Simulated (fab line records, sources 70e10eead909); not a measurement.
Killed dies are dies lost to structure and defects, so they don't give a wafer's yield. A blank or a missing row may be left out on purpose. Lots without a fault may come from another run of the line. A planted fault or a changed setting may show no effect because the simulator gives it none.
fab line records | flow nand_harc
record lots=13 wafers=39 last_day=24
route steps=1159 shown A_STAIRCASE@734 A_SGD_CUT@758 END@1159
lots that met no fault: from a run of the same line without faults
start_h: hours from the record's first day to the start of the lot's first wafer shown | wait_h: hours since the lot's step before | " the same as in the row above | L1.1+2: a row that stands for several wafers | - no value, or no start given | * or withheld: withheld | < > ~ a bound
route shown NAME@n: a module of which the file shows steps, and the number in the route of the first | usual: mean/standard deviation of fault-free wafers | same: alike in all rows | chamber/n: place in a boat | sites: the reading at each site | _std_site: their standard deviation | _edge_site: outer sites' mean less inner sites' | radius_mm: how far each site lies from the wafer's centre | mask NAME#n: copy n | behind: the tool/chamber that last shaped the wafer | hold: why the lot was held/for how many hours/how that ended | device: the transistor (n, p or np) that didn't switch | end of line: the same wafers' tests at the end of the route | a step without rows: its recipe alone | killed: dies lost to structure and defects at the first sort, not the wafer's yield | map: a wafer's dies, x killed, . not, _ none there
set.NAME: the setting as run; set.NAME@STEP: as run at that earlier step | model.NAME: the simulator's own value behind a step, which no gauge read
steps of the route over a sample of lots; a table a step, a row a wafer
services: from which hour (start_h, from the record's first day; less than 0 if before it) a tool's chamber was out of use, for how many hours, and why
## steps
# step NHARC_A_STAIRCASE_CMP_152
# usual motor_current_A=12.4/1.2
# columns lot.wafer tool chamber start_h wait_h motor_current_A
L611.4 cmp-02 3 300.47 0.1 11.9
L611.6 " 3 " " 12.2
L611.5 " 0 " " 13.0
L612.1 cmp-02 2 320.64 0.1 10.9
L612.6 " 2 " " 10.9
L612.5 " 3 " " 12.7
L616.1 cmp-01 0 331.35 0.1 15.0
L616.2 " 2 " " 12.4
L616.6 " 3 " " 11.0
L617.3 cmp-04 0 346.47 0.1 12.1
L617.5 " 3 " " 14.4
L617.6 " 0 " " 11.1
L620.4 cmp-02 1 371.50 0.1 10.4
L620.6 " 2 " " 11.1
L620.5 " 3 " " 12.3
L626.4 cmp-02 1 386.97 0.1 10.0
L626.6 " 3 " " 12.0
L626.5 " 0 " " 13.1
L627.4 cmp-01 1 387.13 0.1 11.8
L627.1 " 2 " " 12.2
L627.5 " 0 " " 14.3
L628.1 cmp-01 0 395.56 0.1 14.5
L628.3 " 2 " " 12.9
L628.4 " 3 " " 11.7
L630.4 cmp-01 0 425.46 0.1 14.0
L630.1 " 1 " " 11.7
L630.3 " 3 " " 10.7
L632.3 cmp-02 2 433.29 0.1 11.4
L632.4 " 3 " " 12.5
L632.6 " 3 " " 12.1
L633.1 cmp-04 3 433.72 0.1 13.3
L633.2 " 2 " " 11.8
L633.6 " 3 " " 13.9
L631.4 cmp-02 3 435.41 0.1 12.6
L631.1 " 1 " " 10.9
L631.2 " 2 " " 11.9
L634.1 cmp-02 2 452.51 0.1 11.5
L634.2 " 0 " " 13.8
L634.4 " 1 " " 10.0
# step NHARC_A_SGD_CUT_CD_MEAS_09
# recipe target_cd_nm=100 landing_energy_ev=500
# usual cd_nm=99.7/0.58
# columns lot.wafer tool chamber start_h wait_h cd_nm
L611.4 cd_sem-02 0 303.11 - 100.0
L611.5 " 0 " " 100.2
L611.6 " 0 " " 100.7
L612.1 cd_sem-03 0 323.48 - 99.5
L612.5 " 0 " " 98.6
L612.6 " 0 " " 99.3
L616.1 cd_sem-03 0 334.01 - 100.0
L616.2 " 0 " " 100.4
L616.6 " 0 " " 100.5
L617.3 cd_sem-02 0 348.92 - 99.9
L617.5 " 0 " " 99.8
L617.6 " 0 " " 99.8
L620.4 cd_sem-01 0 374.07 - 99.4
L620.5 " 0 " " 100.5
L620.6 " 0 " " 100.7
L626.4 cd_sem-02 0 389.90 - 99.9
L626.5 " 0 " " 99.9
L626.6 " 0 " " 99.4
L627.1 cd_sem-01 0 390.04 - 99.8
L627.4 " 0 " " 100.9
L627.5 " 0 " " 100.0
L628.1 cd_sem-01 0 398.09 - 99.6
L628.3 " 0 " " 98.9
L628.4 " 0 " " 99.5
L630.1 cd_sem-01 0 428.17 - 99.7
L630.3 " 0 " " 99.9
L630.4 " 0 " " 100.1
L632.3 cd_sem-02 0 436.07 - 99.4
L632.4 " 0 " " 99.6
L632.6 " 0 " " 100.5
L633.1 cd_sem-02 0 436.26 - 100.0
L633.2 " 0 " " 99.6
L633.6 " 0 " " 99.2
L631.1 cd_sem-02 0 438.03 - 99.1
L631.2 " 0 " " 99.0
L631.4 " 0 " " 99.6
L634.1 cd_sem-03 0 455.04 - 100.3
L634.2 " 0 " " 100.4
L634.4 " 0 " " 100.3
# step NHARC_A_SGD_CUT_ETCH_16
# recipe target_depth_a=3105 time_s=155.2 c4f8_flow_sccm=withheld o2_flow_sccm=8 ar_flow_sccm=withheld rf_w=600 bias_w=800 chemistry=C4F8/O2/Ar
# usual oes_product_au=0.973/0.015 rf_vpp_V=722/4.8
# columns lot.wafer tool chamber start_h wait_h oes_product_au rf_hours_counter_h rf_vpp_V
L611.4 rie_diel-05 0 - - 0.970 9 718
L611.5 " 0 " " 0.981 - 717
L611.6 " 1 " " 0.984 - 716
L612.1 rie_diel-05 3 - - 0.984 11 724
L612.5 " 1 " " 0.959 - 717
L612.6 " 2 " " 0.984 - 729
L616.2 rie_diel-08 0 - - 0.969 4 724
L616.1 " 1 " " 0.969 3 723
L616.6 " 2 " " 0.981 - 727
L617.3 rie_diel-04 0 - - 0.961 7 718
L617.5 " 1 " " 0.961 - 718
L617.6 " 2 " " 0.966 - 726
L620.4 rie_diel-04 3 - - 0.973 10 719
L620.5 " 0 " " 0.988 - 720
L620.6 " 1 " " 0.972 - 718
L626.4 rie_diel-05 2 - - 0.982 3 731
L626.6 " 0 " " 0.981 - 716
L626.5 " 1 " " 0.999 - 716
L627.4 rie_diel-08 0 - - 0.954 9 723
L627.1 " 3 " " 0.958 9 729
L627.5 " 1 " " 0.977 - 723
L628.1 rie_diel-08 0 - - 0.954 9 722
L628.3 " 1 " " 0.976 9 725
L628.4 " 2 " " 0.980 8 730
L630.4 rie_diel-08 2 - - 0.983 11 729
L630.1 " 3 " " 0.970 12 728
L630.3 " 0 " " 0.945 12 723
L632.4 rie_diel-05 1 - - 0.986 7 717
L632.3 " 2 " " 0.998 7 732
L632.6 " 3 " " 0.982 - 726
L633.1 rie_diel-04 3 - - 0.964 15 718
L633.2 " 1 " " 0.986 15 717
L633.6 " 3 " " 0.969 - 719
L631.4 rie_diel-08 2 - - 0.968 12 728
L631.2 " 0 " " 0.958 12 723
L631.1 " 1 " " 0.969 12 722
L634.4 rie_diel-05 1 - - 0.970 9 717
L634.1 " 2 " " 0.989 9 730
L634.2 " 3 " " 0.974 7 726
# step NHARC_A_SGD_CUT_STRIP_17
# recipe o2_flow_sccm=500 ar_flow_sccm=0 bias_w=0 chemistry=O2
# usual bias_w=0/0 chamber_pressure_mTorr=60.00/0.056 drypump_motor_current_A=5.6/0.6 oes_product_au=1.002/0.01 rf_vpp_V=57.8/0.89 showerhead_plenum_p_Torr=3.50/0.16 throttle_valve_pct=17.036/0.0087
# columns lot.wafer tool chamber start_h wait_h bias_w chamber_pressure_mTorr drypump_motor_current_A oes_product_au rf_hours_counter_h rf_vpp_V showerhead_plenum_p_Torr throttle_valve_pct
L611.4 rie_diel-05 3 304.08 - 0 59.94 5.2 0.983 9 58.4 3.65 17.052
L611.5 " 2 " " 0 59.93 5.1 1.011 - 58.5 3.78 17.026
L611.6 " 3 " " 0 59.97 5.2 1.006 - 58.7 3.65 17.035
L612.1 rie_diel-05 2 324.69 - 0 60.04 5.2 1.008 11 58.6 3.78 17.031
L612.6 " 1 " " 0 60.00 4.7 1.010 - 57.5 3.32 17.032
L612.5 " 2 " " 0 59.92 5.2 1.018 - 58.3 3.78 17.038
L616.2 rie_diel-08 1 335.04 - 0 59.98 6.3 0.995 3 58.6 3.54 17.031
L616.1 " 3 " " 0 59.97 5.8 0.992 4 57.5 3.71 17.038
L616.6 " 0 " " 0 59.94 6.2 0.993 - 57.6 3.53 17.032
L617.3 rie_diel-04 1 349.92 - 0 60.07 5.6 0.992 8 56.9 3.36 17.022
L617.5 " 2 " " 0 59.98 5.4 1.000 - 59.0 3.61 17.045
L617.6 " 3 " " 0 59.97 6.6 0.995 - 57.9 3.37 17.047
L620.4 rie_diel-04 3 375.02 - 0 59.94 6.6 0.994 10 57.2 3.36 17.040
L620.5 " 3 " " 0 59.95 6.7 0.993 - 58.6 3.37 17.037
L620.6 " 0 " " 0 59.99 6.0 1.011 - 56.2 3.39 17.044
L626.4 rie_diel-05 3 390.90 - - - - - - - - -
L626.5 " 0 " " - - - - - - - -
L626.6 " 1 " " - - - - - - - -
L627.4 rie_diel-08 2 391.00 - - - - - - - - -
L627.1 " 1 " " - - - - - - - -
L627.5 " 3 " " - - - - - - - -
L628.4 rie_diel-08 0 399.05 - 0 60.05 6.1 0.986 9 57.7 3.52 17.031
L628.1 " 1 " " 0 59.95 6.3 0.988 9 59.3 3.53 17.043
L628.3 " 3 " " 0 59.96 5.8 0.988 9 58.8 3.71 17.053
L630.1 rie_diel-08 2 429.13 - 0 60.03 5.0 1.003 11 58.6 3.67 17.045
L630.3 " 3 " " 0 60.00 5.8 0.990 12 57.8 3.71 17.036
L630.4 " 0 " " 0 59.88 6.1 0.987 12 57.9 3.52 17.041
L632.3 rie_diel-05 2 437.04 - 0 60.14 5.2 1.025 7 58.2 3.77 17.041
L632.4 " 0 " " 0 59.93 4.9 0.992 4 56.7 3.32 17.040
L632.6 " 1 " " 0 60.03 4.7 1.005 - 57.0 3.31 17.040
L633.1 rie_diel-04 2 437.21 - 0 59.96 5.4 0.998 15 57.6 3.60 17.030
L633.2 " 0 " " 0 59.99 6.0 1.014 15 56.4 3.39 17.027
L633.6 " 3 " " 0 59.95 6.6 1.004 - 56.2 3.36 17.026
L631.2 rie_diel-08 1 439.05 - 0 60.00 6.3 0.992 12 56.4 3.53 17.028
L631.4 " 2 " " 0 60.00 5.0 1.000 12 59.4 3.67 17.033
L631.1 " 3 " " 0 60.01 5.8 0.988 13 57.8 3.71 17.036
L634.1 rie_diel-05 1 456.02 - 0 60.07 4.7 1.012 9 57.1 3.31 17.029
L634.2 " 3 " " 0 60.05 5.3 1.014 7 59.1 3.64 17.041
L634.4 " 0 " " 0 59.93 4.9 0.987 6 58.6 3.32 17.033
# step NHARC_END_SORT_01
# recipe temp_c=25
# usual killed_at_array=28/10 killed_at_other=0.5/0.82 killed_at_periphery=3.4/2.2 killed_dies=31/10 killed_open=3.4/1.9 killed_short=1.9/1.3
# same gross_dies=677
# columns lot.wafer tool chamber start_h wait_h killed_at_array killed_at_other killed_at_periphery killed_dies killed_open killed_short
L620.4 prober-02 0 517.85 3.4 25 0 8 33 1 1
L620.5 prober-02 0 518.65 3.7 20 0 6 26 4 1
L620.6 prober-02 0 519.46 4.0 32 1 6 39 6 0
L626.4 prober-01 0 525.59 3.4 673 0 4 677 6 1
L626.5 prober-01 0 526.38 3.7 676 0 1 677 3 3
L626.6 prober-01 0 527.17 4.0 673 0 4 677 7 1
L627.1 prober-02 0 539.58 2.5 674 0 3 677 9 2
L627.4 prober-02 0 542.01 3.4 675 0 2 677 4 2
L627.5 prober-02 0 542.82 3.7 674 1 2 677 2 4
L633.1 prober-02 0 562.94 2.5 31 0 3 34 4 0
L633.2 prober-02 0 563.74 2.8 34 3 1 38 3 5
L633.6 prober-02 0 566.94 4.0 22 0 6 28 6 4
L631.1 prober-01 0 569.14 2.5 45 0 3 48 4 1
L631.2 prober-01 0 569.94 2.8 32 0 1 33 0 1
L631.4 prober-01 0 571.55 3.4 31 0 4 35 3 1
# killed by level:class
L620.4 A_SLIT:chamber_film_flake=12 P_M0:chamber_film_flake=5 A_CHANNEL_HOLE_D1:chamber_film_flake=4 P_BONDPAD:chamber_film_flake=2 A_CONTACT:chamber_film_flake=2 A_WL_FILL:geometric_particle:short=1 A_BLC:geometric_particle:open=1 P_ZERO_WELL:chamber_film_flake=1
L620.5 A_SLIT:chamber_film_flake=9 A_WL_FILL:chamber_film_flake=3 P_M0:chamber_film_flake=2 A_STAIRCASE:chamber_film_flake=2 A_CONTACT:chamber_film_flake=2 P_M0:geometric_particle:open=1 P_M2:geometric_particle:open=1 A_CHANNEL_HOLE_D1:geometric_particle:short=1
L620.6 A_SLIT:chamber_film_flake=12 A_CHANNEL_FILL_D1:chamber_film_flake=4 A_STAIRCASE:chamber_film_flake=3 A_CONTACT:chamber_film_flake=3 P_ZERO_WELL:chamber_film_flake=2 P_BONDPAD:chamber_film_flake=2 A_ZERO_WELL:chamber_film_flake=2 A_CHANNEL_HOLE_D1:chamber_film_flake=2
L626.4 A_SGD_CUT:area_strip=655 A_CHANNEL_HOLE_D1:chamber_film_flake=9 A_CONTACT:geometric_particle:open=2 A_STAIRCASE:chamber_film_flake=2 P_GATE:geometric_particle:short=1 P_M0:geometric_particle:open=1 A_ONON_D1:geometric_particle:open=1 A_WL_FILL:geometric_particle:open=1
L626.5 A_SGD_CUT:area_strip=660 A_CHANNEL_HOLE_D1:chamber_film_flake=3 A_CONTACT:chamber_film_flake=3 A_WL_FILL:geometric_particle:short=2 A_SLIT:chamber_film_flake=2 P_GATE:geometric_particle:open=1 A_SOURCE_PLATE:geometric_particle:open=1 A_CHANNEL_FILL_D1:geometric_particle:short=1
L626.6 A_SGD_CUT:area_strip=657 A_CHANNEL_HOLE_D1:chamber_film_flake=5 P_CONTACT:geometric_particle:open=2 A_M0:geometric_particle:open=2 P_GATE:chamber_film_flake=2 A_CONTACT:chamber_film_flake=2 A_ONON_D1:geometric_particle:short=1 A_ONON_D1:geometric_particle:open=1
L627.1 A_SGD_CUT:area_strip=636 A_CHANNEL_HOLE_D1:chamber_film_flake=19 A_CONTACT:chamber_film_flake=5 A_STAIRCASE:chamber_film_flake=4 P_CONTACT:geometric_particle:open=2 A_WL_FILL:geometric_particle:open=2 A_M0:geometric_particle:open=2 A_CHANNEL_HOLE_D1:geometric_particle:short=1
L627.4 A_SGD_CUT:area_strip=642 A_CHANNEL_HOLE_D1:chamber_film_flake=20 A_CONTACT:geometric_particle:open=3 A_CONTACT:chamber_film_flake=3 A_WL_FILL:chamber_film_flake=2 A_BLC:chamber_film_flake=2 P_STI:geometric_particle:short=1 A_WL_FILL:geometric_particle:short=1
L627.5 A_SGD_CUT:area_strip=645 A_CHANNEL_HOLE_D1:chamber_film_flake=17 A_WL_FILL:geometric_particle:short=4 A_STAIRCASE:chamber_film_flake=2 A_CONTACT:chamber_film_flake=2 A_BLC:chamber_film_flake=2 P_GATE:geometric_particle:open=1 A_M0:geometric_particle:open=1
L633.1 A_SLIT:chamber_film_flake=21 A_CHANNEL_HOLE_D1:chamber_film_flake=4 A_CONTACT:geometric_particle:open=3 P_ZERO_WELL:chamber_film_flake=2 A_WL_FILL:chamber_film_flake=2 A_M0:geometric_particle:open=1 P_GATE:chamber_film_flake=1
L633.2 A_SLIT:chamber_film_flake=12 A_CHANNEL_HOLE_D1:chamber_film_flake=8 A_WL_FILL:geometric_particle:short=3 THIN_TSV:chamber_film_flake=3 A_M0:geometric_particle:open=2 A_STAIRCASE:chamber_film_flake=2 A_WL_FILL:chamber_film_flake=2 A_CONTACT:chamber_film_flake=2
L633.6 A_SLIT:chamber_film_flake=7 A_CHANNEL_HOLE_D1:chamber_film_flake=6 P_GATE:chamber_film_flake=3 A_ONON_D1:geometric_particle:open=2 A_STAIRCASE:chamber_film_flake=2 P_GATE:geometric_particle:short=1 P_GATE:geometric_particle:open=1 P_M0:geometric_particle:open=1
L631.1 A_CHANNEL_HOLE_D1:chamber_film_flake=21 A_STAIRCASE:chamber_film_flake=7 A_CONTACT:chamber_film_flake=7 A_M0:chamber_film_flake=5 A_WL_FILL:chamber_film_flake=2 P_GATE:geometric_particle:open=1 P_CONTACT:geometric_particle:short=1 P_BONDPAD:geometric_particle:open=1
L631.2 A_CHANNEL_HOLE_D1:chamber_film_flake=18 A_STAIRCASE:chamber_film_flake=5 A_CONTACT:chamber_film_flake=4 A_WL_FILL:chamber_film_flake=3 A_BLC:geometric_particle:short=1 P_GATE:chamber_film_flake=1 A_M0:chamber_film_flake=1
L631.4 A_CHANNEL_HOLE_D1:chamber_film_flake=12 A_STAIRCASE:chamber_film_flake=7 A_CONTACT:chamber_film_flake=4 A_M0:chamber_film_flake=3 A_SLIT:chamber_film_flake=2 A_WL_FILL:chamber_film_flake=2 P_GATE:geometric_particle:open=1 P_CONTACT:geometric_particle:short=1
## services
# columns tool chamber start_h hours kind
rie_diel-04 3 281.11 4.1 repair
cmp-01 - 281.30 4.0 pm
rie_diel-04 - 288.93 9.0 pm
rie_diel-08 - 301.71 1.1 repair
rie_diel-08 - 302.85 9.0 pm
cmp-01 - 315.12 2.1 repair
rie_diel-05 1 318.65 1.5 repair
cmp-02 - 330.73 4.0 pm
rie_diel-05 - 340.60 9.0 pm
cmp-01 - 341.05 4.1 repair
cmp-02 - 351.73 0.2 repair
cmp-02 - 352.30 0.3 repair
rie_diel-04 - 354.03 0.4 repair
rie_diel-05 0 369.69 4.2 repair
rie_diel-08 2 372.56 9.2 repair
rie_diel-08 1 385.48 2.0 repair
rie_diel-04 - 388.29 0.5 repair
cmp-02 - 388.76 2.1 repair
rie_diel-05 3 392.92 21.0 repair
rie_diel-05 0 403.87 19.4 repair
cmp-02 - 408.17 0.8 repair
rie_diel-04 1 423.46 4.2 repair
rie_diel-04 3 428.64 5.6 repair
cmp-02 - 428.73 4.0 pm
## key
first_sign step=NHARC_A_SGD_CUT_STRIP_17 reading=tool_record direction=missing
effect step=NHARC_END_SORT_01 reading=killed_at_array direction=up sigmas=63 usual=28 struck=674
more_kills_born_at NHARC_A_SGD_CUT_STRIP_17@rie_diel-05=1972 NHARC_A_SGD_CUT_STRIP_17@rie_diel-08=1923
met_at NHARC_A_SGD_CUT_STRIP_17
struck_lots L626,L627
later_rows_left_out L626.4,L626.5,L626.6,L627.1,L627.4,L627.5
tester_left_out L626,L627
not_acting_at NHARC_A_STAIRCASE_CMP_152,NHARC_A_SGD_CUT_CD_MEAS_09,NHARC_A_SGD_CUT_ETCH_16
onset_between 335.04 390.90
fault kind=skipped_step_whole tool=rie_diel-05,rie_diel-08 chamber=- onset_h=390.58 steps=NHARC_A_SGD_CUT_STRIP_17 scope=struck_lots_only
# tester_left_out: of these lots the tester's yield and bins aren't shown, on N5 and GAA mostly nor the transistor test; their killed dies are dies lost to structure and defects alone, not to doping, threshold or leakage, so they don't give the yield
# later_rows_left_out: the simulator's readings of these wafers behind a module that went badly wrong aren't trusted and aren't shown, but for the sort
